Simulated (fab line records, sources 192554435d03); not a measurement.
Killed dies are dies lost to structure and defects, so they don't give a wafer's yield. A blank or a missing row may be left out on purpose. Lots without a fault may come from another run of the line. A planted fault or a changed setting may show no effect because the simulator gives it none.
fab line records | flow n5_finfet
record lots=5 wafers=14 last_day=19
route steps=1938 shown BEOL_M4@1099 BEOL_M5@1112 BEOL_M9@1463 BEOL_M15@1830 PASSIVATION@1936
lots that met no fault: from a run of the same line without faults
start_h: hours from the record's first day to the start of the lot's first wafer shown | wait_h: hours since the lot's step before | " the same as in the row above | L1.1+2: a row that stands for several wafers | - no value, or no start given | * or withheld: withheld | < > ~ a bound
route shown NAME@n: a module of which the file shows steps, and the number in the route of the first | usual: mean/standard deviation of fault-free wafers | same: alike in all rows | chamber/n: place in a boat | sites: the reading at each site | _std_site: their standard deviation | _edge_site: outer sites' mean less inner sites' | radius_mm: how far each site lies from the wafer's centre | mask NAME#n: copy n | behind: the tool/chamber that last shaped the wafer | hold: why the lot was held/for how many hours/how that ended | device: the transistor (n, p or np) that didn't switch | end of line: the same wafers' tests at the end of the route | a step without rows: its recipe alone | killed: dies lost to structure and defects at the first sort, not the wafer's yield | map: a wafer's dies, x killed, . not, _ none there
set.NAME: the setting as run; set.NAME@STEP: as run at that earlier step | model.NAME: the simulator's own value behind a step, which no gauge read
lots at some steps of the route; a table a step, a row a wafer
services: from which hour (start_h, from the record's first day; less than 0 if before it) a tool's chamber was out of use, for how many hours, and why
## steps
# step N5_BEOL_M4_ANNEAL_95
# recipe temp_c=400 time_s=240 ambient=vacuum
# step N5_BEOL_M4_SPUTTER_96
# recipe material=Cu target_thk_a=45 temp_c=-20 chamber_pressure_pa=0.07 power_w=withheld time_s=8.29
# step N5_BEOL_M4_ECD_50
# recipe material=Cu target_thk_a=3000
# step N5_BEOL_M4_ANNEAL_51
# recipe temp_c=225 time_s=90 ambient=N2
# step N5_BEOL_M4_CMP_52
# recipe stop_on=SiOC t_overpolish_s=6.8 down_force_psi=1 platen_rpm=50 clearing_platen_down_force_psi=1.5 clearing_platen_rpm=50 post_cmp_clean=cu_alkaline target_thk_nm=40 clearing_platen_pad_velocity_m_s=0.99484 pad_velocity_m_s=0.99484
# step N5_BEOL_M4_PRE_CLEAN_60
# recipe gas=NH3/H2 time_s=15 temp_c=* rf_power_w=300
# step N5_BEOL_M4_CO_CAP_55
# recipe material=Co target_thk_a=20 temp_c=200 precursor=CCTBA/H2 pressure_torr=30 time_s=102.1
# step N5_BEOL_M4_PRE_CLEAN_56
# recipe gas=NH3 time_s=15 temp_c=withheld rf_power_w=300
# step N5_BEOL_M4_DEP_57
# recipe material=SiCN target_thk_a=80 temp_c=withheld precursor=3MS/NH3 pressure_torr=3 rf_w=202 time_s=14
# step N5_BEOL_M4_RC_MEAS_101
# usual DIBL_N=37.7/2 DIBL_P=37.7/2.3 IOFF_N=0.18/0.039 IOFF_P=0.23/0.042 ION_N=681/12 ION_P=463/8 SS_N=71.9/0.68 SS_P=73.6/0.71 VT_N=248/3.2 VT_P=-249/3.1
# columns lot.wafer tool chamber start_h wait_h DIBL_N[mV/V] DIBL_P[mV/V] IOFF_N[nA/um] IOFF_P[nA/um] ION_N[uA/um] ION_P[uA/um] SS_N[mV/dec] SS_P[mV/dec] VT_N[mV] VT_P[mV]
L845.1 prober-02 0 281.36 0.0 37.1 38.8 0.19 0.24 686 468 72.3 73.6 247 -249
L845.5 " 0 " " 35.6 36.8 0.15 0.20 663 452 71.7 72.9 250 -251
L845.6 " 0 " " 36.3 36.9 0.16 0.21 672 458 71.6 73.3 248 -252
L847.3 prober-01 0 298.88 0.3 39.3 38.7 0.21 0.23 677 460 72.5 73.9 244 -252
L847.4 " 0 " " 37.5 38.0 0.18 0.21 678 464 72.2 73.0 248 -252
L847.5 " 0 " " 41.3 42.4 0.25 0.28 678 454 73.0 74.6 245 -249
L846.1 prober-01 0 305.30 0.0 38.7 38.8 0.22 0.23 690 462 72.8 74.3 246 -248
L846.3 " 0 " " 36.3 37.4 0.16 0.19 685 465 72.2 73.8 250 -249
L846.6 " 0 " " 36.6 38.5 0.18 0.22 701 473 72.0 73.5 244 -249
L848.2 prober-02 0 307.14 0.2 35.6 37.0 0.15 0.21 677 465 72.3 73.8 253 -251
L848.4 " 0 " " 41.6 42.8 0.27 0.31 699 465 73.3 75.9 245 -246
L848.5 " 0 " " 37.2 36.3 0.17 0.19 672 456 71.5 74.2 251 -253
L856.3 prober-02 0 358.40 0.3 40.2 41.9 0.23 0.27 682 461 72.8 74.6 246 -249
L856.4 " 0 " " 37.7 39.5 0.18 0.22 686 462 71.9 73.5 245 -251
# step N5_BEOL_M5_ILD_DEP_00
# recipe material=SiCOH_lowk target_thk_a=1406.4 temp_c=300 precursor=DEMS/porogen pressure_torr=5 rf_w=500 time_s=25.9
# step N5_BEOL_M5_CURE_79
# recipe temp_c=385 time_s=240 ambient=He/Ar material=SiCOH_lowk
# step N5_BEOL_M5_PECVD_70
# recipe material=SiO2 target_thk_a=160 temp_c=400 precursor=TEOS/O2 pressure_torr=5.5 rf_w=450 teos_flow_sccm=53.8 gas=O2 flow_sccm=3000 time_s=18
# step N5_BEOL_M5_HM_DEP_02
# recipe material=TiN target_thk_a=200 temp_c=25 chamber_pressure_pa=0.49996
# step N5_BEOL_M5_COAT_59
# recipe resist=SOC temp_c=250 time_s=60 spin_rpm=1500 resist_thk_nm=60
# step N5_BEOL_M5_COAT_60
# recipe resist=SiARC temp_c=220 time_s=60 spin_rpm=1500 resist_thk_nm=12
# step N5_BEOL_M5_COAT_71
# recipe resist=underlayer temp_c=205 time_s=60 spin_rpm=1500 resist_thk_nm=5
# step N5_BEOL_M5_COAT_05
# recipe resist=CAR-EUV spin_rpm=1500 resist_thk_nm=30
# step N5_BEOL_M5_EBR_07
# recipe solvent=PGMEA ebr_width_mm=1.5
# step N5_BEOL_M5_SOFTBAKE_06
# recipe temp_c=110 time_s=60 resist=CAR-EUV
# step N5_BEOL_M5_EXPOSE_08
# recipe mask_id=M5 na=0.33 source_shape=annular sigma_inner=0.4 sigma_outer=0.8 polarization=unpolarized target_cd_nm=28 dose_mj=35.75
# step N5_BEOL_M5_PEB_09
# recipe peb_temp_c=100 peb_time_s=60 resist=CAR-EUV
# step N5_BEOL_M5_DEVELOP_10
# recipe develop_time_s=30 developer=TMAH resist=CAR-EUV rinse_liquid=surfactant_rinse dry=air_spin dev_temp_c=23
# step N5_BEOL_M5_DESCUM_16
# recipe chemistry=O2 time_s=7 source_power_w=50 bias_power_w=20 pressure_mtorr=20 rf_frequency_hz=2.712e+07 temp_c=40 resist=CAR-EUV o2_flow_sccm=225
# step N5_BEOL_M5_ETCH_72
# recipe chemistry=N2/H2 target=underlayer target_depth_a=65 mask_material=CAR-EUV time_s=5.2 ion_energy_ev=200 pressure_mtorr=30 source_w=840 bias_w=150 n2_flow_sccm=200 h2_flow_sccm=200 ends=cleared
# step N5_BEOL_M5_ETCH_61
# recipe chemistry=CF4 target=SiARC target_depth_a=156 mask_material=CAR-EUV time_s=26 ion_energy_ev=80 pressure_mtorr=40 source_w=545 bias_w=36 Ar_flow_sccm=100 cf4_flow_sccm=100 ends=cleared
# step N5_BEOL_M5_ETCH_62
# recipe chemistry=N2/H2 target=SOC target_depth_a=750 overetch_a=150 mask_material=SiARC temp_c=40 time_s=112.5 ion_energy_ev=200 pressure_mtorr=30 source_w=840 bias_w=150 n2_flow_sccm=200 h2_flow_sccm=200
# step N5_BEOL_M5_STRIP_63
# recipe chemistry=N2/H2 temp_c=40 n2_flow_sccm=200 h2_flow_sccm=200 rf_frequency_hz=6e+07
# step N5_BEOL_M5_STRIP_73
# recipe chemistry=N2/H2 temp_c=40 n2_flow_sccm=200 h2_flow_sccm=200 rf_frequency_hz=6e+07
# step N5_BEOL_M5_STRIP_64
# recipe chemistry=CF4 resist=SiARC power_w=300 bias_power_w=75 pressure_mtorr=50 cf4_flow_sccm=150 rf_frequency_hz=6e+07
# step N5_BEOL_M5_HM_OPEN_17
# recipe chemistry=Cl2/BCl3 target_depth_a=200 overetch_a=60 target=TiN mask_material=SOC ion_energy_ev=150 pressure_mtorr=10 icp_w=1000 bias_w=126 Cl2_flow_sccm=53.25 bcl3_flow_sccm=21.75 Ar_flow_sccm=25
# step N5_BEOL_M5_STRIP_19
# recipe chemistry=O2 power_w=400 temp_c=40 pressure_mtorr=30 rf_frequency_hz=6e+07 bias_power_w=0 overash_fraction=0.2 o2_flow_sccm=225
# step N5_BEOL_M5_COAT_65
# recipe resist=SOC temp_c=250 time_s=60 spin_rpm=1500 resist_thk_nm=60
# step N5_BEOL_M5_COAT_66
# recipe resist=SiARC temp_c=220 time_s=60 spin_rpm=1500 resist_thk_nm=12
# step N5_BEOL_M9_ANNEAL_51
# recipe temp_c=225 time_s=90 ambient=N2
# usual anneal_temp_c=224.99/0.16 anneal_temp_c_max=226.0/0.33 wafer_temp_C_max=225.85/0.23
# columns lot.wafer tool chamber start_h wait_h anneal_temp_c anneal_temp_c_max wafer_temp_C_max
L845.1 rtp_anneal-01 - 332.43 0.2 - - -
L845.5 " - " " - - -
L845.6 " - " " - - -
L847.3 rtp_anneal-02 - 343.10 0.1 - - -
L847.4 " - " " - - -
L847.5 " - " " - - -
L846.1 rtp_anneal-02 - 351.48 0.5 - - -
L846.3 " - " " - - -
L846.6 " - " " - - -
L848.2 rtp_anneal-02 0 357.24 0.3 225.09 225.7 225.71
L848.4 " 0 " " 225.23 225.9 225.44
L848.5 " 0 " " 224.87 225.7 225.60
L856.3 rtp_anneal-02 0 403.31 0.3 224.98 225.9 226.15
L856.4 " 0 " " 225.02 225.7 225.60
# step N5_BEOL_M9_CMP_52
# recipe stop_on=SiCOH_lowk t_overpolish_s=7 down_force_psi=1 platen_rpm=50 clearing_platen_down_force_psi=1.5 clearing_platen_rpm=50 post_cmp_clean=cu_alkaline target_thk_nm=140 clearing_platen_pad_velocity_m_s=0.99484 pad_velocity_m_s=0.99484
# usual barrier_field_endpoint_s=28.6/0.81 motor_current_A=5.7/0.67 overpolish_run_s=7.001/0.0088 time_to_endpoint_s=64/4
# columns lot.wafer tool chamber start_h wait_h barrier_field_endpoint_s motor_current_A overpolish_run_s time_to_endpoint_s
L845.1 cmp-01 2 332.80 0.3 34.4 5.6 6.996 85
L845.5 " 0 " " 34.6 6.1 6.999 85
L845.6 " 1 " " 35.5 6.9 6.999 87
L847.3 cmp-02 2 343.32 0.2 34.4 4.5 6.999 85
L847.4 " 3 " " 34.5 5.8 7.005 85
L847.5 " 2 " " 35.1 4.7 6.991 86
L846.1 cmp-02 2 351.82 0.3 33.9 4.7 6.986 86
L846.3 " 0 " " 34.6 5.1 7.011 85
L846.6 " 1 " " 32.6 5.1 6.999 86
L848.2 cmp-02 0 357.53 0.2 29.3 5.1 6.991 67
L848.4 " 1 " " 28.7 5.2 6.985 57
L848.5 " 3 " " 29.3 6.0 7.009 64
L856.4 cmp-03 2 403.64 0.2 28.5 5.8 7.013 64
L856.3 " 3 " " 28.9 6.5 6.994 65
# step N5_BEOL_M15_RC_MEAS_101
# usual COMB_M10=1.5e-11/3.1e-12 COMB_M11=1.42e-11/2.6e-12 COMB_M12=6.6e-12/1.5e-12 COMB_M12_max_site=9.4e-12/2.1e-12 COMB_M13=5e-12/1.3e-12 COMB_M14=3.6e-12/6.7e-13 COMB_M15=2.5e-12/6.2e-13 COMB_M5=3.6e-11/7e-12 COMB_M6=2.5e-11/4.8e-12 COMB_M7=2.6e-11/5.1e-12 COMB_M8=2.6e-11/5.6e-12 COMB_M8_max_site=3.7e-11/9.2e-12 COMB_M9=1.42e-11/2.8e-12 COMB_M9_max_site=2.1e-11/4.7e-12 SERP_M10=3.09/0.12 SERP_M10_max_site=3.18/0.13 SERP_M11=3.08/0.1 SERP_M12=0.643/0.024 SERP_M13=0.313/0.0086 SERP_M13_max_site=0.317/0.0087 SERP_M14=0.161/0.0059 SERP_M5=38.8/2 SERP_M6=13.9/0.81 SERP_M7=13.7/0.69 SERP_M8=14.1/0.76 SERP_M9=3.10/0.11 SERP_M9_max_site=3.19/0.11
# columns lot.wafer tool chamber start_h wait_h COMB_M10[S/m] COMB_M11[S/m] COMB_M12[S/m] COMB_M12_max_site[S/m] COMB_M13[S/m] COMB_M14[S/m] COMB_M15[S/m] COMB_M5[S/m] COMB_M6[S/m] COMB_M7[S/m] COMB_M8[S/m] COMB_M8_max_site[S/m] COMB_M9[S/m] COMB_M9_max_site[S/m] SERP_M10[ohm/um] SERP_M10_max_site[ohm/um] SERP_M11[ohm/um] SERP_M12[ohm/um] SERP_M13[ohm/um] SERP_M13_max_site[ohm/um] SERP_M14[ohm/um] SERP_M5[ohm/um] SERP_M6[ohm/um] SERP_M7[ohm/um] SERP_M8[ohm/um] SERP_M9[ohm/um] SERP_M9_max_site[ohm/um]
L845.1 prober-01 0 390.33 0.0 1.8e-11 1.37e-11 5e-12 8.9e-12 4.6e-12 3.4e-12 1.9e-12 3.9e-11 2.4e-11 2.9e-11 2.5e-11 3.6e-11 1.3e-11 1.7e-11 3.14 3.24 3.26 0.672 0.303 0.306 0.159 39.5 15.2 14.6 14.0 3.15 3.18
L845.5 " 0 " " 2.2e-11 1.08e-11 6.3e-12 9e-12 4.7e-12 2.9e-12 2.9e-12 4.2e-11 2.6e-11 3e-11 2.2e-11 2.8e-11 1.5e-11 ~0.0014286 3.02 3.06 3.18 0.642 0.311 0.313 0.159 40.6 14.9 15.0 13.7 3.13 3.20
L845.6 " 0 " " 1.6e-11 1.66e-11 5.5e-12 1e-11 4e-12 4e-12 3e-12 4.9e-11 2.9e-11 2.7e-11 2.8e-11 4.5e-11 1.28e-11 ~0.0014286 3.11 3.20 3.01 0.625 0.306 0.312 0.176 40.1 14.4 14.1 15.0 3.02 3.14
L847.3 prober-02 0 392.62 0.3 1.1e-11 1.24e-11 7.8e-12 1.3e-11 5.7e-12 2.9e-12 3.2e-12 3.6e-11 3.2e-11 2.5e-11 3.5e-11 4.9e-11 ~0.0014286 ~0.0014286 3.03 3.10 2.99 0.667 0.313 0.315 0.152 44.1 14.1 13.8 14.2 2.95 2.99
L847.4 " 0 " " 1.4e-11 1.21e-11 6.9e-12 1.26e-11 2.8e-12 4.3e-12 2.9e-12 4.1e-11 2.7e-11 2.3e-11 2.2e-11 3.2e-11 1.23e-11 ~0.0014286 3.22 3.27 2.92 0.693 0.313 0.316 0.159 38.7 14.3 14.1 13.1 3.17 3.24
L847.5 " 0 " " 1.5e-11 1.11e-11 8.5e-12 1.15e-11 5.1e-12 4.9e-12 4e-12 3.5e-11 2e-11 2.1e-11 3e-11 5.4e-11 ~0.0014286 ~0.0014286 3.01 3.05 3.21 0.606 0.314 0.318 0.161 41.3 14.4 13.8 13.9 3.22 3.25
L846.1 prober-02 0 400.04 0.0 1.6e-11 1.55e-11 8.2e-12 1.49e-11 5.4e-12 3e-12 2.9e-12 3.7e-11 2.9e-11 3.6e-11 3e-11 5.6e-11 ~0.0014286 ~0.0014286 3.44 3.47 2.92 0.669 0.307 0.310 0.165 36.4 14.9 13.8 13.0 3.03 3.24
L846.3 " 0 " " 1.3e-11 1.61e-11 6.7e-12 9e-12 3.6e-12 4.2e-12 2.6e-12 2.4e-11 1.8e-11 3e-11 2.2e-11 3.3e-11 ~0.0014286 ~0.0014286 3.12 3.19 3.13 0.623 0.310 0.316 0.164 34.6 14.1 14.7 14.7 2.98 3.10
L846.6 " 0 " " 1.4e-11 1.33e-11 7.6e-12 8.7e-12 4.8e-12 3e-12 2.9e-12 2.9e-11 3.2e-11 3.1e-11 1.5e-11 2.9e-11 1.6e-11 2.9e-11 3.41 3.49 3.14 0.701 0.303 0.308 0.152 37.0 14.1 14.4 13.5 2.89 3.06
L848.2 prober-01 0 400.30 0.2 1.3e-11 1.45e-11 7.5e-12 1e-11 6.4e-12 4.1e-12 3.4e-12 3.5e-11 2.8e-11 3e-11 2.1e-11 3.2e-11 1.84e-11 2.3e-11 3.07 3.14 3.08 0.602 0.322 0.324 0.157 38.6 14.6 14.7 14.6 3.16 3.23
L848.4 " 0 " " 1.5e-11 1.43e-11 5.4e-12 7.1e-12 6e-12 4.2e-12 2.2e-12 4.5e-11 2.4e-11 1.7e-11 2.3e-11 3.5e-11 1.2e-11 1.6e-11 3.19 3.33 3.32 0.670 0.300 0.302 0.157 38.6 15.3 13.7 14.6 3.27 3.32
L848.5 " 0 " " 1.5e-11 1.77e-11 6.3e-12 9.4e-12 8.1e-12 3.4e-12 2e-12 3.8e-11 3.9e-11 1.6e-11 2.7e-11 5.7e-11 2.04e-11 2.9e-11 3.05 3.11 3.01 0.667 0.305 0.308 0.166 38.9 13.4 13.5 13.6 3.21 3.32
L856.3 prober-01 0 441.85 0.3 1.7e-11 1.22e-11 4.4e-12 6.4e-12 4.4e-12 3e-12 1.4e-12 3.3e-11 2.5e-11 3.4e-11 3.7e-11 4.8e-11 1.45e-11 2e-11 3.09 3.13 3.21 0.663 0.332 0.335 0.168 39.6 13.6 13.3 13.6 2.98 3.13
L856.4 " 0 " " 1.5e-11 1.31e-11 5.5e-12 7.4e-12 4.6e-12 2.6e-12 1.8e-12 3.9e-11 2.5e-11 3e-11 1.9e-11 3.1e-11 1.14e-11 1.7e-11 2.98 3.09 2.98 0.657 0.336 0.342 0.154 42.1 14.9 12.1 12.6 3.14 3.21
# sites COMB_M9 radius_mm=0,75,75,75,75,140,140,140,140
L845.1 9.2e-12 1.15e-11 1.37e-11 1.65e-11 1.68e-11 1.27e-11 1.43e-11 1.15e-11 1.3e-11
L848.2 1.84e-11 1.54e-11 2.27e-11 1.31e-11 1.38e-11 2.09e-11 2.03e-11 1.36e-11 1.96e-11
L856.3 1.85e-11 2.03e-11 1.09e-11 8.1e-12 1.25e-11 1.5e-11 1.45e-11 8.7e-12 1.45e-11
# step N5_PASSIVATION_PROBE_49
# usual defect_limited_yield=91.1/1.4 killed_at_M0_to_M3=34/9.6 killed_at_M4_up=15/5.3 killed_at_contacts=12/6.1 killed_at_front_end=40/11 killed_at_other=3.5/2.8 killed_dies=105/17 killed_on_rim=14/4.3 killed_open=70/12 killed_short=34/7.7 sort_bin_4_leakage=0.01/0.07 sort_bin_5_function=5.2/0.97 sort_bin_6_memory=3.4/0.62 sort_n_pass=1075/17 sort_yield_pct=91.1/1.4
# same gross_dies=1180 killed_at_back_side=0 sort_bin_8_speed[%]=0
# columns lot.wafer tool chamber start_h wait_h defect_limited_yield[%] killed_at_M0_to_M3 killed_at_M4_up killed_at_contacts killed_at_front_end killed_at_other killed_dies killed_on_rim killed_open killed_short sort_bin_4_leakage[%] sort_bin_5_function[%] sort_bin_6_memory[%] sort_n_pass sort_yield_pct[%]
L845.1 prober-01 - 403.39 0.0 89.0 31 20 16 58 5 130 14 88 40 0 6.0 4.5 1050 89.0
L845.5 prober-01 - 403.59 0.2 50.0 21 495 12 61 1 590 11 65 35 0 5.3 2.9 590 50.0
L845.6 prober-01 - 403.64 0.3 59.2 31 397 12 39 3 482 152 66 32 0 4.3 4.1 698 59.2
L847.3 prober-02 - 407.94 0.1 54.4 51 454 12 16 5 538 152 60 39 0 4.6 3.6 642 54.4
L847.4 prober-02 - 407.99 0.2 85.3 51 90 2 29 2 174 18 57 40 0 4.7 3.0 1006 85.3
L847.5 prober-02 - 408.04 0.2 62.9 39 363 9 23 4 438 152 62 20 0 4.1 2.8 742 62.9
L846.1 prober-01 - 412.19 0.0 55.2 53 407 35 30 4 529 152 85 44 0 6.6 3.9 651 55.2
L846.3 prober-01 - 412.29 0.1 54.4 38 423 15 56 6 538 152 89 40 0 6.4 4.1 642 54.4
L846.6 prober-01 - 412.44 0.3 87.5 43 29 11 63 2 148 18 95 46 0 6.9 4.7 1032 87.5
L848.2 prober-02 - 413.10 0.1 91.4 36 9 15 40 2 102 12 67 35 0 5.1 3.2 1078 91.4
L848.4 prober-02 - 413.20 0.2 90.1 52 9 8 45 3 117 8 67 49 0.51 5.8 3.6 1057 89.6
L848.5 prober-02 - 413.25 0.2 92.1 25 8 11 48 1 93 2 59 34 0 4.5 3.2 1087 92.1
L856.3 prober-01 - 457.03 0.1 92.1 30 21 10 26 6 93 11 53 40 0 4.5 2.9 1087 92.1
L856.4 prober-01 - 457.08 0.2 91.8 28 15 16 34 4 97 16 73 24 0 4.9 3.2 1083 91.8
# killed by level:class
L845.1 FIN_SAQP:geometric_particle:open=24 MOL_CONTACT_COAG:geometric_particle:open=14 FIN_SAQP:geometric_particle:short=12 BEOL_M2:geometric_particle:open=9 BEOL_M0_SAQP:geometric_particle:open=7 ILD0:geometric_particle:short=5 BEOL_M5:geometric_particle:open=5 STARTING-WAFER:geometric_particle:open=4
L845.5 BEOL_M9:area_cmp=490 FIN_SAQP:geometric_particle:open=28 FIN_SAQP:geometric_particle:short=10 MOL_CONTACT_COAG:geometric_particle:open=10 BEOL_M3:geometric_particle:short=5 BEOL_M3:geometric_particle:open=5 STARTING-WAFER:geometric_particle:short=5 ILD0:geometric_particle:short=4
L845.6 BEOL_M9:area_cmp=382 FIN_SAQP:geometric_particle:open=15 MOL_CONTACT_COAG:geometric_particle:open=10 BEOL_M1:geometric_particle:open=8 FIN_SAQP:geometric_particle:short=7 BEOL_M0_SAQP:geometric_particle:open=5 BEOL_M3:geometric_particle:short=5 BEOL_M4:geometric_particle:open=5
L847.3 BEOL_M9:area_cmp=439 BEOL_M0_SAQP:geometric_particle:short=17 MOL_CONTACT_COAG:geometric_particle:open=10 BEOL_M0_SAQP:geometric_particle:open=9 BEOL_M1:geometric_particle:open=7 BEOL_M3:geometric_particle:open=7 BEOL_M1:geometric_particle:short=5 BEOL_M2:geometric_particle:open=5
L847.4 BEOL_M9:area_cmp=77 BEOL_M2:geometric_particle:open=11 BEOL_M0_SAQP:geometric_particle:short=9 BEOL_M0_SAQP:geometric_particle:open=7 BEOL_M5:geometric_particle:open=6 FIN_SAQP:geometric_particle:open=6 BEOL_M0:geometric_particle:open=6 FIN_SAQP:geometric_particle:short=5
L847.5 BEOL_M9:area_cmp=354 BEOL_M3:geometric_particle:open=10 MOL_CONTACT_COAG:geometric_particle:open=8 BEOL_M0_SAQP:geometric_particle:open=7 BEOL_M1:geometric_particle:open=7 STI_FIN_REVEAL:geometric_particle:open=5 BEOL_M0_SAQP:geometric_particle:short=5 FIN_SAQP:geometric_particle:open=4
L846.1 BEOL_M9:area_cmp=400 MOL_CONTACT_COAG:geometric_particle:open=24 BEOL_M0_SAQP:geometric_particle:open=18 MOL_CONTACT_COAG:geometric_particle:short=11 BEOL_M0_SAQP:geometric_particle:short=9 BEOL_M3:geometric_particle:open=7 DUMMY_GATE:geometric_particle:open=6 FIN_SAQP:geometric_particle:open=5
L846.3 BEOL_M9:area_cmp=409 STI_FIN_REVEAL:geometric_particle:open=16 FIN_SAQP:geometric_particle:open=14 MOL_CONTACT_COAG:geometric_particle:open=14 BEOL_M0_SAQP:geometric_particle:open=13 BEOL_M0_SAQP:geometric_particle:short=12 FIN_SAQP:geometric_particle:short=6 BEOL_M4:geometric_particle:open=6
L846.6 BEOL_M4:geometric_particle:open=18 BEOL_M0_SAQP:geometric_particle:short=14 STI_FIN_REVEAL:geometric_particle:open=12 BEOL_M1:geometric_particle:open=12 BEOL_M0_SAQP:geometric_particle:open=10 FIN_SAQP:geometric_particle:open=8 MOL_CONTACT_COAG:geometric_particle:open=7 HKMG_FIN:area_etch=7
L848.2 MOL_CONTACT_COAG:geometric_particle:open=10 FIN_SAQP:geometric_particle:open=9 FIN_SAQP:geometric_particle:short=9 BEOL_M2:geometric_particle:open=8 BEOL_M0_SAQP:geometric_particle:open=8 GATE_CUT:geometric_particle:open=6 MOL_CONTACT_COAG:geometric_particle:short=5 BEOL_M0_SAQP:geometric_particle:short=5
L848.4 BEOL_M0_SAQP:geometric_particle:short=15 FIN_SAQP:geometric_particle:short=14 BEOL_M0_SAQP:geometric_particle:open=13 FIN_SAQP:geometric_particle:open=11 BEOL_M1:geometric_particle:open=11 MOL_CONTACT_COAG:geometric_particle:open=7 BEOL_M3:geometric_particle:open=5 STI_FIN_REVEAL:geometric_particle:open=4
L848.5 FIN_SAQP:geometric_particle:open=10 FIN_SAQP:geometric_particle:short=9 MOL_CONTACT_COAG:geometric_particle:open=8 GATE_CUT:geometric_particle:short=6 BEOL_M2:geometric_particle:open=6 ILD0:geometric_particle:short=5 GATE_CUT:geometric_particle:open=5 BEOL_M0_SAQP:geometric_particle:open=5
L856.3 FIN_SAQP:geometric_particle:short=9 BEOL_M0_SAQP:geometric_particle:open=9 MOL_CONTACT_COAG:geometric_particle:open=8 BEOL_M2:geometric_particle:open=7 BEOL_M4:geometric_particle:open=7 BEOL_M4:geometric_particle:short=6 BEOL_M0_SAQP:geometric_particle:short=5 BEOL_M2:geometric_particle:short=3
L856.4 MOL_CONTACT_COAG:geometric_particle:open=13 STI_FIN_REVEAL:geometric_particle:open=8 DUMMY_GATE:geometric_particle:open=8 BEOL_M2:geometric_particle:open=8 BEOL_M0_SAQP:geometric_particle:short=7 BEOL_M3:geometric_particle:open=6 BEOL_M6:geometric_particle:open=6 STARTING-WAFER:geometric_particle:open=4
# map L845.5 (x killed, . not)
_________________............________________
______________...x.............._____________
___________.....x......x...........__________
__________........x........x........_________
________..........x..x..x..x...x......_______
_______.x....x....x..xxxx...x.....x....______
______...........xxxxxxxxxxxx....x......_____
_____...x.....xxxxxxxxxxxxxxxxxx........x____
____....x.x..xxxxxxxxxxxxxxxxxxxx.........___
___.........xxxxxxxxxxxxxxxxxxxxxx....x..x.__
___........xxxxxxxxxxxxxxxxxxxxxxxx........__
__....x...xxxxxxxxxxxxxxxxxxxxxxxxxx....x..._
__.......xxxxxxxxxxxxxxxxxxxxxxxxxxxx..x...._
_........xxxxxxxxxxxxxxxxxxxxxxxxxxxx........
_........xxxxxxxxxxxxxxxxxxxxxxxxxxxx........
_.x..x...xxxxxxxxxxxxxxxxxxxxxxxxxxxx........
_....x..xxxxxxxxxxxxxxxxxxxxxxxxxxxxxx.......
_x......xxxxxxxxxxxxxxxxxxxxxxxxxxxxxx.......
_........xxxxxxxxxxxxxxxxxxxxxxxxxxxx.....x..
_.x......xxxxxxxxxxxxxxxxxxxxxxxxxxxx........
_........xxxxxxxxxxxxxxxxxxxxxxxxxxxx........
__..x....xxxxxxxxxxxxxxxxxxxxxxxxxxxx......._
__........xxxxxxxxxxxxxxxxxxxxxxxxxx........_
___......x.xxxxxxxxxxxxxxxxxxxxxxxx.x......__
___....x.x..xxxxxxxxxxxxxxxxxxxxxx.......x.__
____.........xxxxxxxxxxxxxxxxxxxx.........___
_____...x.....xxxxxxxxxxxxxxxxxx.........____
______...........xxxxxxxxxxxxx......xxx._____
_______..............xxxx...x.x........______
________...x.........x.....x.........._______
__________............x.x..........x_________
___________.....x...............x.x__________
______________.................._____________
_________________..x.........________________
# map L846.3 (x killed, . not)
_________________xxxxxxxxxxxx________________
______________xxxxxxxxxxxxxxxxxx_____________
___________xxxxxxxxxxxxxxxxxxxxxxxx__________
__________xxxxxxxxxxxx.xxxxxxxxxxxxx_________
________xxxxxxxxx............xxxxxxxxx_______
_______xxxxxxx..................xxxxxxx______
______xxxxxxx.......x..........x.xxxxxxx_____
_____xxxxxx............x....x.x...xxxxxxx____
____xxxxxx....x.....................xxxxxx___
___xxxxxx..........x.................xxxxxx__
___xxxxxx..x...................x......xxxxx__
__xxxxx..xx.x...................x......xxxxx_
__xxxxx.x...........x.............x.x..xxxxx_
_xxxxx..x.x..xx.........................xxxxx
_xxxxx...........x.xxx..................xxxxx
_xxxxx.x..............x............x....xxxxx
_xxxxx.x..........x...x..........x.x....xxxxx
_xxxxx.........x...........x............xxxxx
_xxxxxx......x....xxx..........x........xxxxx
_xxxxx.........x......x...x..x......x...xxxxx
_xxxxx..............x..........x.x......xxxxx
__xxxxx........x......x...x..x..xx.....xxxxx_
__xxxxx....x..x...x....................xxxxx_
___xxxxxx......x.....x...........x....xxxxx__
___xxxxxx......x.xx....x......x.....xxxxxxx__
____xxxxxx...................x......xxxxxx___
_____xxxxxx...x..x.................xxxxxx____
______xxxxxx.........x.x..........xxxxxx_____
_______xxxxxxx.....x............xxxxxxx______
________xxxxxxxxxx......x..x.xxxxxxxxx_______
__________xxxxxxxxxxxx..xxxxxxxxxxxx_________
___________xxxxxxxxxxxxxxxxxxxxxxxx__________
______________xxxxxxxxxxxxxxxxxx_____________
_________________xxxxxxxxxxxx________________
## services
# columns tool chamber start_h hours kind
cmp-01 - 323.84 4.0 pm
cmp-01 - 327.84 - consumable_replace:conditioner
cmp-01 - 327.84 - consumable_replace:pad
cmp-03 - 340.41 4.6 repair
cmp-03 - 372.88 3.3 repair
cmp-01 - 380.94 0.4 repair
cmp-02 - 395.74 0.8 repair
## key
first_sign step=N5_BEOL_M9_ANNEAL_51 reading=tool_record direction=missing
effect step=N5_BEOL_M9_CMP_52 reading=barrier_field_endpoint_s direction=up sigmas=7.1 usual=28.6 struck=34.4
effect step=N5_BEOL_M15_RC_MEAS_101 reading=COMB_M9 direction=up sigmas=99+ usual=1.42e-11 struck=~0.00063492 wafers_moved=4
effect step=N5_PASSIVATION_PROBE_49 reading=killed_at_M4_up direction=up sigmas=54 usual=15 struck=298 wafers_moved=8
more_kills_born_at N5_BEOL_M9_CMP_52@cmp-02=1679 N5_BEOL_M9_CMP_52@cmp-01=872
met_at N5_BEOL_M9_ANNEAL_51
struck_wafers L845.1,L845.5,L845.6,L846.1,L846.3,L846.6,L847.3,L847.4,L847.5
fault kind=skipped_step_whole tool=rtp_anneal-01,rtp_anneal-02 chamber=- onset_h=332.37 steps=N5_BEOL_M9_ANNEAL_51 scope=struck_lots_only
